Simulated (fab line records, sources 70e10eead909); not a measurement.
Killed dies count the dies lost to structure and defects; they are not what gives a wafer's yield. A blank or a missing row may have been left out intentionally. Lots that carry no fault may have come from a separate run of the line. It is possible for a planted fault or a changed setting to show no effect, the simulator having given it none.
Which tool did it?    flow nandHarc    22 lots, 66 wafers sampled, at 6 steps of a route of 1159

WHAT EACH GAUGE READ, for each wafer
The record holds no reading of a measuring or inspecting step that can be judged against a usual standard deviation.

WHAT TOOL EACH LOT RAN ON (gives the tool, then ch and the chambers of the sampled wafers, and finally the start)
lot   NHARC_A_STAIRCASE_ETCH_21      NHARC_A_STAIRCASE_ETCH_192     NHARC_A_STAIRCASE_TRIM_198     NHARC_A_STAIRCASE_ETCH_203     NHARC_A_STAIRCASE_ETCH_221     NHARC_A_STAIRCASE_TRIM_222
L074  rieDiel-13 ch 0,1,2, no start  rieDiel-13 ch 0,2, no start    rieDiel-05 ch 1,2,3, no start  rieDiel-05 ch 0,2, no start    rieDiel-13 ch 0,1,3, no start  rieDiel-13 ch 0,1,3, no start
L075  rieDiel-08 ch 1,2, no start    rieDiel-05 ch 0,1, no start    rieDiel-13 ch 1,2,3, no start  rieDiel-13 ch 0,1,3, no start  rieDiel-05 ch 1,2,3, no start  rieDiel-05 ch 2,3, no start
L076  rieDiel-05 ch 0,1,2, no start  rieDiel-05 ch 0,1,3, no start  rieDiel-05 ch 0,1,2, no start  rieDiel-05 ch 1,3, no start    rieDiel-05 ch 0,1, no start    rieDiel-05 ch 0,1,2, no start
L078  rieDiel-08 ch 0,3, no start    rieDiel-05 ch 1,2, no start    rieDiel-05 ch 0,3, no start    rieDiel-05 ch 0,1, no start    rieDiel-05 ch 0,2,3, no start  rieDiel-05 ch 1,2, no start
L082  rieDiel-08 ch 0,1, no start    rieDiel-13 ch 0,1,3, no start  rieDiel-08 ch 1,2, no start    rieDiel-08 ch 0,1,2, no start  rieDiel-13 ch 1,2,3, no start  rieDiel-13 ch 1,2,3, no start
L080  rieDiel-05 ch 0,1,2, no start  rieDiel-08 ch 0,1,2, no start  rieDiel-05 ch 0,1,3, no start  rieDiel-05 ch 0,1,2, no start  rieDiel-13 ch 0,1,2, no start  rieDiel-13 ch 0,1,3, no start
L081  rieDiel-05 ch 0,2,3, no start  rieDiel-13 ch 0,2, no start    rieDiel-05 ch 1,2,3, no start  rieDiel-05 ch 1,2,3, no start  rieDiel-05 ch 0,2,3, no start  rieDiel-05 ch 1,2, no start
L083  rieDiel-13 ch 0,2,3, no start  rieDiel-13 ch 0,1, no start    rieDiel-13 ch 0,2, no start    rieDiel-13 ch 0,3, no start    rieDiel-13 ch 0,2,3, no start  rieDiel-13 ch 1,2,3, no start
L084  rieDiel-05 ch 0,1,2, no start  rieDiel-13 ch 0,2, no start    rieDiel-05 ch 0,1,3, no start  rieDiel-05 ch 0,1,3, no start  rieDiel-13 ch 1,3, no start    rieDiel-13 ch 0,1,3, no start
L085  rieDiel-08 ch 0,2,3, no start  rieDiel-08 ch 0,2,3, no start  rieDiel-05 ch 0,1,2, no start  rieDiel-05 ch 1,2,3, no start  rieDiel-13 ch 0,1,2, no start  rieDiel-13 ch 0,1,3, no start
L087  rieDiel-05 ch 0,1,2, no start  rieDiel-05 ch 0,1,2, no start  rieDiel-13 ch 0,1,3, no start  rieDiel-13 ch 1,2,3, no start  rieDiel-08 ch 0,2,3, no start  rieDiel-08 ch 0,1,2, no start
L086  rieDiel-05 ch 0,3, no start    rieDiel-05 ch 0,1,2, no start  rieDiel-08 ch 1,3, no start    rieDiel-08 ch 0,1,3, no start  rieDiel-08 ch 0,1,3, no start  rieDiel-08 ch 0,1,2, no start
L088  rieDiel-08 ch 0,1,3, no start  rieDiel-05 ch 0,1,3, no start  rieDiel-13 ch 1,2,3, no start  rieDiel-13 ch 0,1, no start    rieDiel-08 ch 0,2,3, no start  rieDiel-08 ch 2,3, no start
L090  rieDiel-05 ch 2,3, no start    rieDiel-05 ch 0,1,3, no start  rieDiel-05 ch 0,2,3, no start  rieDiel-05 ch 0,1,3, no start  rieDiel-05 ch 0,1,3, no start  rieDiel-05 ch 0,1, no start
L091  rieDiel-05 ch 0,1,2, no start  rieDiel-13 ch 0,2,3, no start  rieDiel-13 ch 1,2,3, no start  rieDiel-13 ch 0,2, no start    rieDiel-08 ch 2,3, no start    rieDiel-08 ch 1,3, no start
L089  rieDiel-13 ch 0,1,3, no start  rieDiel-13 ch 1,2,3, no start  rieDiel-08 ch 0,1,2, no start  rieDiel-08 ch 0,1,2, no start  rieDiel-13 ch 0,2, no start    rieDiel-13 ch 0,2,3, no start
L092  rieDiel-13 ch 1,2,3, no start  rieDiel-13 ch 0,2,3, no start  rieDiel-13 ch 1,2,3, no start  rieDiel-13 ch 0,2,3, no start  rieDiel-13 ch 0,2,3, no start  rieDiel-13 ch 0,3, no start
L094  rieDiel-08 ch 1,2,3, no start  rieDiel-13 ch 0,3, no start    rieDiel-05 ch 0,2, no start    rieDiel-05 ch 0,1,2, no start  rieDiel-13 ch 1,2,3, no start  rieDiel-13 ch 1,2,3, no start
L093  rieDiel-05 ch 1,2,3, no start  rieDiel-08 ch 0,3, no start    rieDiel-08 ch 0,2,3, no start  rieDiel-08 ch 1,3, no start    rieDiel-08 ch 0,3, no start    rieDiel-08 ch 0,1, no start
L095  rieDiel-13 ch 1,2, no start    rieDiel-08 ch 0,2, no start    rieDiel-13 ch 0,1,3, no start  rieDiel-13 ch 0,1,3, no start  rieDiel-13 ch 0,2,3, no start  rieDiel-13 ch 0,2,3, no start
L097  rieDiel-13 ch 2,3, no start    rieDiel-05 ch 0,1,3, no start  rieDiel-05 ch 0,1,3, no start  rieDiel-05 ch 0,1, no start    rieDiel-13 ch 2,3, no start    rieDiel-13 ch 1,2,3, no start
L096  rieDiel-13 ch 2,3, no start    rieDiel-05 ch 1,2,3, no start  rieDiel-05 ch 0,1, no start    rieDiel-05 ch 1,2, no start    rieDiel-13 ch 0,1,3, no start  rieDiel-13 ch 2,3, no start
- NHARC_A_STAIRCASE_ETCH_21: etches the open film in C4F8/O2, target depth 100 nm, time 40.5 s.
- NHARC_A_STAIRCASE_ETCH_192: etches the open film in C4F8/O2, target depth 100 nm, time 40.5 s.
- NHARC_A_STAIRCASE_TRIM_198: chemistry O2, time 211.2 s.
- NHARC_A_STAIRCASE_ETCH_203: etches the open film in C4F8/O2, target depth 100 nm, time 40.5 s.
- NHARC_A_STAIRCASE_ETCH_221: etches the open film in C4F8/O2, target depth 100 nm, time 40.5 s.
- NHARC_A_STAIRCASE_TRIM_222: chemistry O2, time 211.2 s.

WHAT THE TOOLS THEMSELVES READ (means of the sampled wafers that have a number; where no wafer has one, the mark that the record gives instead)
NHARC_A_STAIRCASE_ETCH_21.
lot   tool        chamberPressureMTorr (mTorr)  oesProductAu (a.u.)  rfVppV (V)
L074  rieDiel-13  25.002                        0.924                892
L075  rieDiel-08  25.000                        0.924                890
L076  rieDiel-05  24.999                        0.941                895
L078  rieDiel-08  25.002                        0.950                890
L082  rieDiel-08  25.017                        0.954                889
L080  rieDiel-05  24.997                        0.944                895
L081  rieDiel-05  25.010                        0.921                893
L083  rieDiel-13  24.990                        0.955                897
L084  rieDiel-05  24.997                        0.941                896
L085  rieDiel-08  25.019                        0.969                889
L087  rieDiel-05  24.998                        0.940                896
L086  rieDiel-05  24.969                        0.959                891
L088  rieDiel-08  24.984                        0.956                888
L090  rieDiel-05  25.001                        0.941                893
L091  rieDiel-05  24.969                        0.957                896
L089  rieDiel-13  24.997                        0.934                896
L092  rieDiel-13  24.994                        0.962                896
L094  rieDiel-08  25.019                        0.941                888
L093  rieDiel-05  24.993                        0.952                896
L095  rieDiel-13  25.004                        0.926                892
L097  rieDiel-13  25.004                        0.925                900
L096  rieDiel-13  25.005                        0.934                896

NHARC_A_STAIRCASE_ETCH_192.
lot   tool        chamberPressureMTorr (mTorr)  oesProductAu (a.u.)  rfVppV (V)
L074  rieDiel-13  24.965                        0.948                894
L075  rieDiel-05  24.979                        0.937                900
L076  rieDiel-05  24.992                        0.941                895
L078  rieDiel-05  25.010                        0.951                896
L082  rieDiel-13  25.021                        0.946                895
L080  rieDiel-08  24.996                        0.940                890
L081  rieDiel-13  24.989                        0.945                891
L083  rieDiel-13  25.006                        0.941                891
L084  rieDiel-13  24.995                        0.947                891
L085  rieDiel-08  25.009                        0.954                889
L087  rieDiel-05  24.975                        0.930                895
L086  rieDiel-05  24.984                        0.932                895
L088  rieDiel-05  24.994                        0.941                895
L090  rieDiel-05  25.003                        0.951                895
L091  rieDiel-13  25.011                        0.931                895
L089  rieDiel-13  24.991                        0.924                896
L092  rieDiel-13  24.993                        0.933                896
L094  rieDiel-13  25.000                        0.934                894
L093  rieDiel-08  24.993                        0.960                888
L095  rieDiel-08  24.993                        0.936                889
L097  rieDiel-05  25.006                        0.949                895
L096  rieDiel-05  24.988                        0.956                895

NHARC_A_STAIRCASE_TRIM_198.
lot   tool        chamberPressureMTorr (mTorr)  drypumpMotorCurrentA (A)  oesProductAu (a.u.)  rfVppV (V)  showerheadPlenumPTorr (Torr)  throttleValvePct (%)
L074  rieDiel-05  60.04                         6.1                       1.014                57.2        3.53                          17.035
L075  rieDiel-13  60.01                         5.7                       0.996                57.4        3.57                          17.037
L076  rieDiel-05  60.00                         6.0                       0.996                57.8        3.52                          17.027
L078  rieDiel-05  60.04                         5.7                       0.991                57.4        3.41                          17.034
L082  rieDiel-08  59.92                         5.3                       0.999                56.6        3.35                          17.041
L080  rieDiel-05  59.99                         5.9                       0.996                57.8        3.50                          17.039
L081  rieDiel-05  60.01                         6.1                       1.004                58.0        3.52                          17.040
L083  rieDiel-13  60.01                         5.8                       0.999                57.1        3.39                          17.031
L084  rieDiel-05  59.99                         5.9                       1.001                56.9        3.50                          17.039
L085  rieDiel-05  60.05                         6.0                       1.001                58.7        3.51                          17.039
L087  rieDiel-13  60.00                         6.1                       1.002                58.1        3.52                          17.037
L086  rieDiel-08  60.00                         5.5                       1.018                57.3        3.30                          17.043
L088  rieDiel-13  59.96                         5.7                       0.996                57.8        3.55                          17.034
L090  rieDiel-05  60.03                         5.8                       1.008                57.1        3.41                          17.037
L091  rieDiel-13  60.01                         5.7                       0.988                59.2        3.55                          17.036
L089  rieDiel-08  59.98                         5.5                       0.989                57.3        3.35                          17.030
L092  rieDiel-13  60.03                         5.7                       0.985                57.8        3.55                          17.039
L094  rieDiel-05  60.01                         5.9                       0.994                57.6        3.41                          17.036
L093  rieDiel-08  60.02                         5.2                       1.001                57.9        3.33                          17.034
L095  rieDiel-13  60.01                         6.1                       0.988                58.1        3.51                          17.035
L097  rieDiel-05  59.98                         5.9                       1.004                57.7        3.49                          17.042
L096  rieDiel-05  60.00                         6.1                       1.023                58.5        3.58                          17.035

NHARC_A_STAIRCASE_ETCH_203.
lot   tool        chamberPressureMTorr (mTorr)  oesProductAu (a.u.)  rfVppV (V)
L074  rieDiel-05  24.995                        0.940                893
L075  rieDiel-13  25.016                        0.927                895
L076  rieDiel-05  25.012                        0.949                899
L078  rieDiel-05  24.988                        0.923                895
L082  rieDiel-08  24.968                        0.950                889
L080  rieDiel-05  24.986                        0.945                896
L081  rieDiel-05  25.008                        0.947                896
L083  rieDiel-13  25.001                        0.942                895
L084  rieDiel-05  25.032                        0.936                894
L085  rieDiel-05  25.000                        0.941                896
L087  rieDiel-13  24.986                        0.926                897
L086  rieDiel-08  24.997                        0.955                889
L088  rieDiel-13  25.023                        0.945                891
L090  rieDiel-05  25.010                        0.941                895
L091  rieDiel-13  24.986                        0.946                892
L089  rieDiel-08  24.987                        0.944                889
L092  rieDiel-13  25.013                        0.939                896
L094  rieDiel-05  24.988                        0.953                895
L093  rieDiel-08  25.004                        0.948                888
L095  rieDiel-13  25.009                        0.941                895
L097  rieDiel-05  25.025                        0.938                898
L096  rieDiel-05  24.994                        0.961                898

NHARC_A_STAIRCASE_ETCH_221.
lot   tool        chamberPressureMTorr (mTorr)  oesProductAu (a.u.)  rfVppV (V)
L074  rieDiel-13  24.998                        0.920                896
L075  rieDiel-05  25.006                        0.939                897
L076  rieDiel-05  25.001                        0.925                899
L078  rieDiel-05  25.003                        0.937                892
L082  rieDiel-13  24.992                        0.937                898
L080  rieDiel-13  24.985                        0.924                893
L081  rieDiel-05  25.000                        0.926                892
L083  rieDiel-13  25.004                        0.955                896
L084  rieDiel-13  25.009                        0.946                900
L085  rieDiel-13  24.968                        0.925                892
L087  rieDiel-08  25.003                        0.932                889
L086  rieDiel-08  24.992                        0.944                889
L088  rieDiel-08  25.017                        0.949                889
L090  rieDiel-05  24.960                        0.947                894
L091  rieDiel-08  25.005                        0.933                888
L089  rieDiel-13  24.989                        0.924                892
L092  rieDiel-13  24.980                        0.947                895
L094  rieDiel-13  25.026                        0.932                897
L093  rieDiel-08  24.983                        0.937                889
L095  rieDiel-13  24.994                        0.949                896
L097  rieDiel-13  24.985                        0.931                897
L096  rieDiel-13  25.001                        0.923                895

NHARC_A_STAIRCASE_TRIM_222.
lot   tool        chamberPressureMTorr (mTorr)  drypumpMotorCurrentA (A)  oesProductAu (a.u.)  rfVppV (V)  showerheadPlenumPTorr (Torr)  throttleValvePct (%)
L074  rieDiel-13  60.03                         6.1                       0.998                58.2        3.53                          17.036
L075  rieDiel-05  59.95                         6.0                       0.998                57.8        3.44                          17.039
L076  rieDiel-05  59.99                         6.0                       0.999                57.1        3.52                          17.042
L078  rieDiel-05  59.97                         6.2                       1.013                58.2        3.54                          17.034
L082  rieDiel-13  60.04                         5.7                       0.986                57.8        3.56                          17.047
L080  rieDiel-13  59.96                         6.1                       0.995                58.1        3.52                          17.047
L081  rieDiel-05  60.01                         6.2                       1.002                57.8        3.53                          17.034
L083  rieDiel-13  60.02                         5.7                       0.989                57.8        3.56                          17.041
L084  rieDiel-13  60.08                         6.1                       1.000                57.7        3.52                          17.031
L085  rieDiel-13  59.95                         6.1                       1.004                58.3        3.52                          17.033
L087  rieDiel-08  60.04                         5.5                       0.998                57.6        3.35                          17.043
L086  rieDiel-08  60.02                         5.5                       0.995                57.8        3.35                          17.032
L088  rieDiel-08  60.02                         5.2                       1.000                57.3        3.31                          17.040
L090  rieDiel-05  59.92                         6.1                       0.998                58.3        3.59                          17.027
L091  rieDiel-08  59.99                         5.5                       1.018                57.3        3.30                          17.040
L089  rieDiel-13  59.97                         5.8                       0.997                58.0        3.52                          17.033
L092  rieDiel-13  59.99                         6.1                       1.011                57.7        3.62                          17.034
L094  rieDiel-13  60.00                         5.7                       0.985                57.7        3.55                          17.030
L093  rieDiel-08  59.95                         5.6                       0.996                56.7        3.35                          17.035
L095  rieDiel-13  59.96                         5.8                       0.997                58.0        3.51                          17.038
L097  rieDiel-13  59.99                         5.7                       0.989                58.1        3.54                          17.035
L096  rieDiel-13  60.05                         5.8                       0.988                58.1        3.65                          17.035

THE ANSWER, worked out from the rows above alone
Rule: the lots themselves supply what counts as usual. The widest of any qualifying gaps counts: lots, ordered by their means at a reading, are off when they make up no more than a third of the lots, leave a main group of 4 or more, and stand apart from it by 3 or more times the standard deviation of that group's means. A main group whose means are all the same, to the digits that the tables above print for the reading, isn't used. Also off: a lot with no number at a reading for which 4 or more lots have one. Any other lot the step has rows for is counted as sound. The gauges are gone through in route order, then the tools' own readings, and for those a lot's mean is taken as printed above. At the first step where some lot is off, the reading lying furthest off is the one used; lots without a number count as furthest.
None of the lots is off at any reading shown; this tells nothing.

WHAT WAS PUT IN BY THE SIMULATOR
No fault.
